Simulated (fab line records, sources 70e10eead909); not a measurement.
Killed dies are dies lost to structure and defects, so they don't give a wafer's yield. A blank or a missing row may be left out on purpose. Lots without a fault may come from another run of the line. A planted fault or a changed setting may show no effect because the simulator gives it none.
Chamber matching | flow nand_harc | NHARC_P_GATE_STRIP_101 on rie_diel-13: 4 sister chambers
The step strips in O2, time 20 s. 4 wafers are shown with their chamber, then 8 later ones without.

WAFERS WITH THEIR CHAMBER
wafer  | chamber | showerhead_plenum_p_Torr (Torr)
L453.6 | 0       | 3.30
L457.1 | 2       | 3.51
L457.2 | 3       | 3.58
L461.1 | 1       | 3.70

WAFERS WITHOUT THEIR CHAMBER
wafer  | showerhead_plenum_p_Torr (Torr)
L461.2 | 3.51
L461.3 | 3.58
L463.3 | 3.51
L463.5 | 3.70
L463.6 | 3.51
L467.1 | 3.30
L467.3 | 3.58
L467.4 | 3.69

WHICH CHAMBER EACH WENT THROUGH
wafer  | from the rows above | in truth
L461.2 | 2                   | 2
L461.3 | 3                   | 3
L463.3 | 2                   | 2
L463.5 | 1                   | 1
L463.6 | 2                   | 2
L467.1 | 0                   | 0
L467.3 | 3                   | 3
L467.4 | 1                   | 1
Placed correctly: 8 of 8. Can't be placed from these rows: 0. Placed wrongly: 0.
How it was worked out, from the rows above alone: a wafer's distance from a chamber is the root of the sum, over the readings, of the square of ((its reading less the chamber's mean) divided by the reading's scatter). The wafer belongs to the nearest chamber; if the next one is less than 2 further off, it can't be placed. A chamber's mean is the mean of its shown wafers. The scatter: with one shown wafer a chamber, the root of the mean of the squares of how far each hidden wafer lies from its nearest shown one.
